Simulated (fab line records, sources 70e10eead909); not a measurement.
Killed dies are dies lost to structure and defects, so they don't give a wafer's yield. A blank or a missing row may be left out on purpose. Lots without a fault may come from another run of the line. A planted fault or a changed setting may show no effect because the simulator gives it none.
fab line records | flow nand_harc
record lots=7 wafers=21 last_day=23
route steps=1159 shown A_STAIRCASE@539 END@1159
lots that met no fault: from a run of the same line without faults
start_h: hours from the record's first day to the start of the lot's first wafer shown | wait_h: hours since the lot's step before | " the same as in the row above | L1.1+2: a row that stands for several wafers | - no value, or no start given | * or withheld: withheld | < > ~ a bound
route shown NAME@n: a module of which the file shows steps, and the number in the route of the first | usual: mean/standard deviation of fault-free wafers | same: alike in all rows | chamber/n: place in a boat | sites: the reading at each site | _std_site: their standard deviation | _edge_site: outer sites' mean less inner sites' | radius_mm: how far each site lies from the wafer's centre | mask NAME#n: copy n | behind: the tool/chamber that last shaped the wafer | hold: why the lot was held/for how many hours/how that ended | device: the transistor (n, p or np) that didn't switch | end of line: the same wafers' tests at the end of the route | a step without rows: its recipe alone | killed: dies lost to structure and defects at the first sort, not the wafer's yield | map: a wafer's dies, x killed, . not, _ none there
set.NAME: the setting as run; set.NAME@STEP: as run at that earlier step | model.NAME: the simulator's own value behind a step, which no gauge read
lots at some steps of the route; a table a step, a row a wafer
services: from which hour (start_h, from the record's first day; less than 0 if before it) a tool's chamber was out of use, for how many hours, and why
## steps
# step NHARC_A_STAIRCASE_COAT_03
# recipe spin_rpm=1200
# step NHARC_A_STAIRCASE_SOFTBAKE_04
# recipe temp_c=135 time_s=170
# step NHARC_A_STAIRCASE_EBR_05
# step NHARC_A_STAIRCASE_EXPOSE_06
# recipe na=0.5 dose_mj=25.43 mask_id=STAIR
# step NHARC_A_STAIRCASE_PEB_07
# recipe peb_temp_c=115 peb_time_s=130
# step NHARC_A_STAIRCASE_DEVELOP_08
# recipe time_s=140
# step NHARC_A_STAIRCASE_HARDBAKE_10
# recipe temp_c=120 time_s=140
# step NHARC_A_STAIRCASE_DESCUM_11
# recipe time_s=3 o2_flow_sccm=200 ar_flow_sccm=0 bias_power_w=0 chemistry=O2
# usual drypump_motor_current_A=5.7/0.57 oes_product_au=0.999/0.0084 rf_vpp_V=57.8/0.92 showerhead_plenum_p_Torr=1.94/0.092 throttle_valve_pct=11.313/0.0095
# columns lot.wafer tool chamber start_h wait_h drypump_motor_current_A oes_product_au rf_hours_counter_h rf_vpp_V showerhead_plenum_p_Torr throttle_valve_pct
L338.3 rie_diel-08 3 268.03 - 6.4 1.005 47 57.0 1.97 11.313
L338.1 " 1 " " 6.4 0.998 37 57.7 1.97 11.328
L338.5 " 0 " " 5.9 0.986 - 57.8 1.99 11.324
L342.1 rie_diel-02 0 282.65 - 5.7 1.006 45 57.1 2.06 11.326
L342.3 " 3 " " 5.3 0.995 46 57.8 1.77 11.333
L342.5 " 1 " " 5.3 1.000 - 57.7 1.97 11.311
L348.3 rie_diel-08 2 315.19 - 6.3 0.998 2 57.9 1.79 11.304
L348.2 " 0 " " 6.0 0.999 2 58.9 1.98 11.308
L348.6 " 3 " " 6.4 1.010 - 57.0 1.97 11.315
L350.3 rie_diel-07 0 324.87 - 4.8 1.003 30 59.1 2.07 11.311
L350.2 " 1 " " 4.8 0.986 33 57.6 1.94 11.315
L350.5 " 1 " " 4.8 0.990 - 59.0 1.94 11.292
L349.1 rie_diel-08 2 324.93 - 6.3 1.010 6 57.3 1.79 11.304
L349.3 " 0 " " 6.0 1.008 5 59.0 1.98 11.299
L349.6 " 3 " " 6.3 1.002 - 58.7 1.97 11.309
L352.2 rie_diel-08 1 335.92 - 6.4 0.998 11 57.1 1.96 11.317
L352.3 " 2 " " 6.3 1.009 13 57.7 1.79 11.297
L352.5 " 2 " " 6.3 1.002 - 57.1 1.78 11.289
L351.2 rie_diel-07 3 336.19 - 5.8 1.001 38 56.4 1.79 11.302
L351.4 " 1 " " 4.8 0.991 40 58.8 1.94 11.331
L351.5 " 3 " " 5.8 1.000 - 56.5 1.79 11.314
# step NHARC_A_STAIRCASE_TRIM_12
# recipe time_s=211.2 o2_flow_sccm=500 ar_flow_sccm=0 bias_w=0 chemistry=O2
# usual drypump_motor_current_A=5.7/0.58 oes_product_au=1.000/0.0083 rf_vpp_V=57.8/0.95 showerhead_plenum_p_Torr=3.57/0.17 throttle_valve_pct=17.036/0.0094
# columns lot.wafer tool chamber start_h wait_h drypump_motor_current_A oes_product_au rf_hours_counter_h rf_vpp_V showerhead_plenum_p_Torr throttle_valve_pct
L338.3 rie_diel-08 2 268.11 0.1 6.3 1.003 56 55.9 3.32 17.043
L338.1 " 0 " " 6.0 0.997 55 58.9 3.65 17.037
L338.5 " 3 " " 6.3 1.005 - 58.7 3.63 17.039
L342.1 rie_diel-02 1 282.77 0.1 5.3 0.994 46 58.0 3.62 17.036
L342.3 " 3 " " 5.4 0.999 46 57.9 3.29 17.058
L342.5 " 1 " " 5.3 0.995 - 58.9 3.63 17.033
L348.3 rie_diel-08 3 315.44 0.2 6.4 1.008 2 57.7 3.62 17.027
L348.2 " 0 " " 6.0 1.003 2 57.5 3.65 17.024
L348.6 " 2 " " 6.3 0.996 - 58.8 3.31 17.043
L350.2 rie_diel-07 2 324.97 0.1 5.1 0.999 33 57.8 3.55 17.050
L350.3 " 3 " " 5.8 0.997 30 56.5 3.32 17.043
L350.5 " 1 " " 4.8 1.000 - 58.7 3.57 17.020
L349.1 rie_diel-08 1 325.01 0.1 6.4 0.995 5 57.9 3.61 17.035
L349.3 " 2 " " 6.3 1.003 6 56.7 3.31 17.031
L349.6 " 2 " " 6.3 1.006 - 56.1 3.31 17.029
L352.3 rie_diel-08 2 336.02 0.1 6.3 0.994 13 56.8 3.31 17.031
L352.2 " 1 " " 6.5 1.007 11 57.9 3.61 17.028
L352.5 " 3 " " 6.4 1.009 - 59.5 3.62 17.036
L351.4 rie_diel-07 1 336.28 0.1 4.8 0.983 40 58.1 3.57 17.042
L351.2 " 2 " " 5.1 0.990 40 58.6 3.54 17.037
L351.5 " 0 " " 4.8 0.999 - 59.8 3.79 17.050
# step NHARC_A_STAIRCASE_ETCH_13
# recipe target_depth_a=1000 time_s=40.5 ion_energy_ev=400 c4f8_flow_sccm=20 o2_flow_sccm=10 ar_flow_sccm=withheld rf_w=600 bias_w=1000 chemistry=C4F8/O2
# usual oes_product_au=0.938/0.014 rf_vpp_V=897/5.8 run_length_s=61.9/0.41
# columns lot.wafer tool chamber start_h wait_h oes_product_au rf_hours_counter_h rf_vpp_V run_length_s
L338.1 rie_diel-08 3 - - 0.957 47 900 61.4
L338.3 " 0 " " 0.963 55 900 61.4
L338.5 " 3 " " 0.953 - 900 61.7
L342.3 rie_diel-02 2 - - 0.935 36 897 61.5
L342.1 " 1 " " 0.933 46 900 62.0
L342.5 " 3 " " 0.937 - 887 62.2
L348.3 rie_diel-08 1 - - 0.935 2 899 61.5
L348.2 " 0 " " 0.939 2 900 61.5
L348.6 " 2 " " 0.931 - 889 62.0
L350.2 rie_diel-07 0 - - 0.959 30 905 62.4
L350.3 " 1 " " 0.940 33 898 61.5
L350.5 " 1 " " 0.941 - 899 61.8
L349.1 rie_diel-08 2 - - 0.941 6 887 61.6
L349.3 " 0 " " 0.952 5 900 61.9
L349.6 " 2 " " 0.944 - 887 61.7
L352.2 rie_diel-08 0 - - 0.920 10 901 61.5
L352.3 " 2 " " 0.934 13 888 61.7
L352.5 " 3 " " 0.922 - 900 61.6
L351.2 rie_diel-07 1 - - 0.913 40 897 61.9
L351.4 " 3 " " 0.923 38 889 61.9
L351.5 " 1 " " 0.921 - 900 61.7
# step NHARC_A_STAIRCASE_TRIM_14
# recipe time_s=211.2 o2_flow_sccm=500 ar_flow_sccm=0 bias_w=0 chemistry=O2
# usual drypump_motor_current_A=5.8/0.57 oes_product_au=1.000/0.0074 rf_vpp_V=57.9/0.93 showerhead_plenum_p_Torr=3.56/0.16 throttle_valve_pct=17.038/0.0092
# columns lot.wafer tool chamber start_h wait_h drypump_motor_current_A oes_product_au rf_hours_counter_h rf_vpp_V showerhead_plenum_p_Torr throttle_valve_pct
L338.3 rie_diel-08 0 - - 6.0 0.990 55 57.3 3.65 17.032
L338.1 " 1 " " 6.5 1.012 37 59.1 3.62 17.039
L338.5 " 2 " " 6.3 1.003 - 57.1 3.32 17.042
L342.1 rie_diel-02 2 - - 6.2 1.002 36 58.5 3.57 17.045
L342.3 " 1 " " 5.3 0.998 46 57.7 3.62 17.028
L342.5 " 2 " " 6.3 1.004 - 58.6 3.57 17.036
L348.3 rie_diel-08 3 - - 6.4 1.004 2 57.5 3.62 17.028
L348.2 " 0 " " 6.0 0.994 2 58.0 3.64 17.046
L348.6 " 3 " " 6.3 1.002 - 59.2 3.62 17.050
L350.2 rie_diel-07 2 - - 5.1 0.998 33 58.2 3.55 17.037
L350.3 " 0 " " 4.7 1.004 30 58.9 3.79 17.049
L350.5 " 2 " " 5.1 1.007 - 58.0 3.55 17.032
L349.1 rie_diel-08 3 - - 6.3 1.015 6 58.1 3.62 17.062
L349.3 " 1 " " 6.5 0.999 5 56.6 3.61 17.031
L349.6 " 3 " " 6.3 1.000 - 58.0 3.62 17.046
L352.2 rie_diel-08 3 - - 6.4 1.006 12 59.8 3.62 17.023
L352.3 " 1 " " 6.5 1.009 11 57.9 3.61 17.039
L352.5 " 3 " " 6.4 1.012 - 56.7 3.62 17.041
L351.2 rie_diel-07 0 - - 4.7 0.989 37 58.6 3.79 17.039
L351.4 " 2 " " 5.1 0.998 41 59.4 3.54 17.022
L351.5 " 3 " " 5.8 1.002 - 57.1 3.31 17.035
# step NHARC_A_STAIRCASE_ETCH_15
# recipe target_depth_a=1000 time_s=40.5 ion_energy_ev=400 c4f8_flow_sccm=20 o2_flow_sccm=10 ar_flow_sccm=withheld rf_w=600 bias_w=1000 chemistry=C4F8/O2
# usual oes_product_au=0.941/0.01 rf_vpp_V=898/5.8 run_length_s=61.8/0.38
# columns lot.wafer tool chamber start_h wait_h oes_product_au rf_hours_counter_h rf_vpp_V run_length_s
L338.1 rie_diel-08 0 268.50 - 0.947 55 900 61.5
L338.3 " 1 " " 0.953 37 900 61.3
L338.5 " 0 " " 0.928 - 899 61.5
L342.3 rie_diel-02 0 283.16 - 0.929 45 906 61.3
L342.1 " 3 " " 0.952 46 886 62.5
L342.5 " 0 " " 0.932 - 906 61.4
L348.3 rie_diel-08 2 315.81 - 0.947 2 889 61.7
L348.2 " 1 " " 0.954 2 900 48.3
L348.6 " 3 " " 0.947 - 901 48.7
L350.3 rie_diel-07 2 325.35 - 0.936 33 896 62.2
L350.2 " 3 " " 0.955 30 888 61.7
L350.5 " 2 " " 0.930 - 896 62.2
L349.3 rie_diel-08 0 325.40 - 0.965 5 900 61.6
L349.1 " 2 " " 0.949 6 888 61.7
L349.6 " 0 " " 0.960 - 901 48.4
L352.2 rie_diel-08 1 336.62 - 0.915 11 900 48.0
L352.3 " 2 " " 0.928 14 889 61.9
L352.5 " 0 " " 0.919 - 901 48.1
L351.2 rie_diel-07 3 336.83 - 0.940 38 887 62.4
L351.4 " 0 " " 0.933 37 905 62.7
L351.5 " 1 " " 0.932 - 896 62.1
# step NHARC_A_STAIRCASE_TRIM_16
# recipe time_s=211.2 o2_flow_sccm=500 ar_flow_sccm=0 bias_w=0 chemistry=O2
# usual drypump_motor_current_A=5.7/0.59 oes_product_au=0.999/0.007 rf_vpp_V=57.8/0.98 showerhead_plenum_p_Torr=3.57/0.16 throttle_valve_pct=17.036/0.0094
# columns lot.wafer tool chamber start_h wait_h drypump_motor_current_A oes_product_au rf_hours_counter_h rf_vpp_V showerhead_plenum_p_Torr throttle_valve_pct
L338.1 rie_diel-08 3 - - 6.3 1.002 47 57.7 3.63 17.045
L338.3 " 0 " " 6.0 0.989 55 57.5 3.65 17.044
L338.5 " 1 " " 6.5 1.001 - 57.9 3.62 17.032
L342.3 rie_diel-02 1 - - 5.3 0.993 46 57.8 3.62 17.037
L342.1 " 2 " " 6.3 0.994 36 57.4 3.57 17.032
L342.5 " 1 " " 5.3 0.985 - 57.4 3.62 17.029
L348.2 rie_diel-08 1 - - 6.5 0.996 2 57.6 3.61 17.029
L348.3 " 2 " " 6.3 1.001 2 58.3 3.31 17.042
L348.6 " 2 " " 6.3 1.003 - 57.9 3.31 17.038
L350.3 rie_diel-07 1 - - 4.8 0.992 34 58.2 3.57 17.005
L350.2 " 3 " " 5.8 0.991 30 55.6 3.32 17.040
L350.5 " 1 " " 4.8 0.989 - 56.7 3.57 17.035
L349.1 rie_diel-08 0 - - 6.0 0.992 5 57.2 3.64 17.029
L349.3 " 1 " " 6.5 0.993 6 58.6 3.61 17.034
L349.6 " 3 " " 6.4 1.002 - 58.4 3.62 17.025
L352.2 rie_diel-08 3 - - 6.4 1.013 12 58.7 3.62 17.043
L352.3 " 1 " " 6.4 1.004 11 58.4 3.61 17.044
L352.5 " 3 " " 6.3 1.012 - 58.4 3.62 17.052
L351.2 rie_diel-07 2 - - 5.1 0.998 41 57.9 3.54 17.040
L351.4 " 3 " " 5.8 0.997 38 57.1 3.31 17.036
L351.5 " 1 " " 4.8 0.990 - 57.8 3.57 17.023
# step NHARC_END_SORT_01
# recipe temp_c=25
# usual killed_at_array=26/9.9 killed_at_other=0.8/1 killed_at_periphery=2.8/2.2 killed_dies=29/9.9 killed_open=3.2/1.8 killed_short=2.1/1.4
# same gross_dies=677
# columns lot.wafer tool chamber start_h wait_h killed_at_array killed_at_other killed_at_periphery killed_dies killed_open killed_short
L342.1 prober-01 0 490.28 2.5 33 0 3 36 5 1
L342.3 prober-01 0 491.88 3.1 51 0 3 54 6 6
L342.5 prober-01 0 493.48 3.7 33 0 3 36 2 0
L348.2 prober-01 0 512.90 2.8 675 0 2 677 3 1
L348.6 prober-01 0 516.09 4.0 677 0 0 677 2 1
L349.6 prober-02 0 529.19 4.0 673 0 4 677 1 3
L350.2 prober-01 0 528.51 2.8 25 0 3 28 2 2
L350.3 prober-01 0 529.31 3.1 32 0 5 37 5 1
L350.5 prober-01 0 530.90 3.7 35 0 3 38 4 2
L352.2 prober-02 0 541.47 2.8 671 2 4 677 3 2
L352.5 prober-02 0 543.90 3.7 670 1 6 677 6 3
# killed by level:class
L342.1 A_CHANNEL_HOLE_D1:chamber_film_flake=12 A_SLIT:chamber_film_flake=9 A_CONTACT:chamber_film_flake=5 A_CONTACT:geometric_particle:open=2 A_STAIRCASE:chamber_film_flake=2 P_GATE:geometric_particle:open=1 P_M0:geometric_particle:open=1 A_ONON_D1:geometric_particle:open=1
L342.3 A_CHANNEL_HOLE_D1:chamber_film_flake=17 A_SLIT:chamber_film_flake=16 A_CONTACT:chamber_film_flake=5 A_ONON_D1:geometric_particle:short=2 A_CHANNEL_FILL_D1:geometric_particle:open=2 A_WL_FILL:geometric_particle:open=2 A_M0:geometric_particle:short=2 A_STAIRCASE:chamber_film_flake=2
L342.5 A_CHANNEL_HOLE_D1:chamber_film_flake=14 A_SLIT:chamber_film_flake=11 A_CONTACT:chamber_film_flake=5 A_STAIRCASE:chamber_film_flake=2 P_GATE:geometric_particle:open=1 A_BLC:geometric_particle:open=1 P_ZERO_WELL:chamber_film_flake=1 P_STI:chamber_film_flake=1
L348.2 A_STAIRCASE:area_etch=660 A_CHANNEL_HOLE_D1:chamber_film_flake=6 A_WL_FILL:chamber_film_flake=4 A_STAIRCASE:chamber_film_flake=2 P_M0:geometric_particle:open=1 P_M1:geometric_particle:open=1 A_CHANNEL_FILL_D1:geometric_particle:open=1 A_WL_FILL:geometric_particle:short=1
L348.6 A_STAIRCASE:area_etch=662 A_CONTACT:chamber_film_flake=5 A_CHANNEL_HOLE_D1:chamber_film_flake=2 A_STAIRCASE:chamber_film_flake=2 A_ONON_D1:geometric_particle:short=1 A_WL_FILL:geometric_particle:open=1 A_BLC:geometric_particle:open=1 A_CHANNEL_FILL_D1:chamber_film_flake=1
L350.2 A_CHANNEL_HOLE_D1:chamber_film_flake=13 A_STAIRCASE:chamber_film_flake=5 A_CONTACT:chamber_film_flake=3 P_M2:chamber_film_flake=2 P_CONTACT:geometric_particle:open=1 A_SOURCE_PLATE:geometric_particle:short=1 A_CHANNEL_HOLE_D1:geometric_particle:short=1 A_CONTACT:geometric_particle:open=1
L349.6 A_STAIRCASE:area_etch=643 A_SLIT:chamber_film_flake=18 A_CHANNEL_HOLE_D1:chamber_film_flake=5 A_CONTACT:chamber_film_flake=4 P_CONTACT:geometric_particle:short=2 A_WL_FILL:chamber_film_flake=2 P_CONTACT:geometric_particle:open=1 A_CONTACT:geometric_particle:short=1
L350.3 A_CHANNEL_HOLE_D1:chamber_film_flake=15 A_STAIRCASE:chamber_film_flake=10 A_CONTACT:geometric_particle:open=2 P_M2:chamber_film_flake=2 A_WL_FILL:chamber_film_flake=2 P_GATE:geometric_particle:open=1 P_CONTACT:geometric_particle:open=1 A_STAIRCASE:geometric_particle:short=1
L350.5 A_CHANNEL_HOLE_D1:chamber_film_flake=16 A_STAIRCASE:chamber_film_flake=9 A_WL_FILL:geometric_particle:open=2 P_STI:chamber_film_flake=2 A_CONTACT:chamber_film_flake=2 P_M1:geometric_particle:open=1 A_SOURCE_PLATE:geometric_particle:short=1 A_STAIRCASE:geometric_particle:short=1
L352.2 A_STAIRCASE:area_etch=654 A_CHANNEL_HOLE_D1:chamber_film_flake=4 A_STAIRCASE:chamber_film_flake=3 A_CONTACT:chamber_film_flake=3 A_M1:chamber_film_flake=3 A_WL_FILL:geometric_particle:short=2 P_GATE:chamber_film_flake=2 THIN_TSV:chamber_film_flake=2
L352.5 A_STAIRCASE:area_etch=653 A_CHANNEL_HOLE_D1:chamber_film_flake=4 A_CONTACT:chamber_film_flake=4 A_CONTACT:geometric_particle:open=2 P_GATE:geometric_particle:short=1 P_M0:geometric_particle:open=1 P_M2:geometric_particle:open=1 A_ONON_D1:geometric_particle:open=1
# map L348.2 (x killed, . not)
____________x____________
_________xxxxxxx_________
_______xxxxxxxxxxx_______
______xxxxxxxxxxxxx______
_____xxxxxxxxxxxxxxx_____
____xxxxxxxxxxxxxxxxx____
____xxxxxxxxxxxxxxxxx____
___xxxxxxxxxxxxxxxxxxx___
___xxxxxxxxxxxxxxxxxxx___
__xxxxxxxxxxxxxxxxxxxxx__
__xxxxxxxxxxxxxxxxxxxxx__
_xxxxxxxxxxxxxxxxxxxxxxx_
_xxxxxxxxxxxxxxxxxxxxxxx_
_xxxxxxxxxxxxxxxxxxxxxxx_
_xxxxxxxxxxxxxxxxxxxxxxx_
_xxxxxxxxxxxxxxxxxxxxxxx_
xxxxxxxxxxxxxxxxxxxxxxxxx
xxxxxxxxxxxxxxxxxxxxxxxxx
xxxxxxxxxxxxxxxxxxxxxxxxx
xxxxxxxxxxxxxxxxxxxxxxxxx
xxxxxxxxxxxxxxxxxxxxxxxxx
_xxxxxxxxxxxxxxxxxxxxxxx_
_xxxxxxxxxxxxxxxxxxxxxxx_
_xxxxxxxxxxxxxxxxxxxxxxx_
_xxxxxxxxxxxxxxxxxxxxxxx_
_xxxxxxxxxxxxxxxxxxxxxxx_
__xxxxxxxxxxxxxxxxxxxxx__
__xxxxxxxxxxxxxxxxxxxxx__
___xxxxxxxxxxxxxxxxxxx___
___xxxxxxxxxxxxxxxxxxx___
____xxxxxxxxxxxxxxxxx____
____xxxxxxxxxxxxxxxxx____
_____xxxxxxxxxxxxxxx_____
______xxxxxxxxxxxxx______
_______xxxxxxxxxxx_______
_________xxxxxxx_________
____________x____________
# map L349.6 (x killed, . not)
____________x____________
_________xxxxxxx_________
_______xxxxxxxxxxx_______
______xxxxxxxxxxxxx______
_____xxxxxxxxxxxxxxx_____
____xxxxxxxxxxxxxxxxx____
____xxxxxxxxxxxxxxxxx____
___xxxxxxxxxxxxxxxxxxx___
___xxxxxxxxxxxxxxxxxxx___
__xxxxxxxxxxxxxxxxxxxxx__
__xxxxxxxxxxxxxxxxxxxxx__
_xxxxxxxxxxxxxxxxxxxxxxx_
_xxxxxxxxxxxxxxxxxxxxxxx_
_xxxxxxxxxxxxxxxxxxxxxxx_
_xxxxxxxxxxxxxxxxxxxxxxx_
_xxxxxxxxxxxxxxxxxxxxxxx_
xxxxxxxxxxxxxxxxxxxxxxxxx
xxxxxxxxxxxxxxxxxxxxxxxxx
xxxxxxxxxxxxxxxxxxxxxxxxx
xxxxxxxxxxxxxxxxxxxxxxxxx
xxxxxxxxxxxxxxxxxxxxxxxxx
_xxxxxxxxxxxxxxxxxxxxxxx_
_xxxxxxxxxxxxxxxxxxxxxxx_
_xxxxxxxxxxxxxxxxxxxxxxx_
_xxxxxxxxxxxxxxxxxxxxxxx_
_xxxxxxxxxxxxxxxxxxxxxxx_
__xxxxxxxxxxxxxxxxxxxxx__
__xxxxxxxxxxxxxxxxxxxxx__
___xxxxxxxxxxxxxxxxxxx___
___xxxxxxxxxxxxxxxxxxx___
____xxxxxxxxxxxxxxxxx____
____xxxxxxxxxxxxxxxxx____
_____xxxxxxxxxxxxxxx_____
______xxxxxxxxxxxxx______
_______xxxxxxxxxxx_______
_________xxxxxxx_________
____________x____________
## services
# columns tool chamber start_h hours kind
rie_diel-02 2 253.28 25.0 repair
rie_diel-08 0 257.16 - clean
rie_diel-08 1 257.16 - clean
rie_diel-08 2 257.16 - clean
rie_diel-08 3 257.16 - clean
rie_diel-07 0 262.68 - clean
rie_diel-08 0 281.71 - clean
rie_diel-08 1 281.71 - clean
rie_diel-08 2 281.71 - clean
rie_diel-08 3 281.71 - clean
rie_diel-08 - 301.80 9.0 pm
rie_diel-08 0 301.80 9.0 vent_cycle
rie_diel-08 1 301.80 9.0 vent_cycle
rie_diel-08 2 301.80 9.0 vent_cycle
rie_diel-08 3 301.80 9.0 vent_cycle
rie_diel-08 0 310.80 - clean
rie_diel-08 0 310.80 - consumable_replace:focus_ring
rie_diel-08 1 310.80 - clean
rie_diel-08 2 310.80 - clean
rie_diel-08 3 310.80 - clean
rie_diel-08 0 335.36 - clean
rie_diel-08 1 335.36 - clean
rie_diel-08 2 335.36 - clean
rie_diel-08 3 335.36 - clean
## key
first_sign step=NHARC_A_STAIRCASE_ETCH_15 reading=run_length_s direction=down sigmas=35 usual=* struck=*
effect step=NHARC_END_SORT_01 reading=killed_at_array direction=up sigmas=65 usual=26 struck=673
more_kills_born_at NHARC_A_STAIRCASE_ETCH_15@rie_diel-08=3272
met_at NHARC_A_STAIRCASE_ETCH_15
struck_wafers L348.2,L348.6,L349.6,L352.2,L352.5
later_rows_left_out L348.2,L348.6,L349.6,L352.2,L352.5
tester_left_out L348,L349,L352
onset_between 268.50 315.81
fault kind=process_parameter_drift tool=rie_diel-08 chamber=- onset_h=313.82 steps=NHARC_A_STAIRCASE_ETCH_15 channel=time_s offset=* shape=step end_h=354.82 scope=struck_wafers_only acts_in=* stated=*
# tester_left_out: of these lots the tester's yield and bins aren't shown, on N5 and GAA mostly nor the transistor test; their killed dies are dies lost to structure and defects alone, not to doping, threshold or leakage, so they don't give the yield
# later_rows_left_out: the simulator's readings of these wafers behind a module that went badly wrong aren't trusted and aren't shown, but for the sort
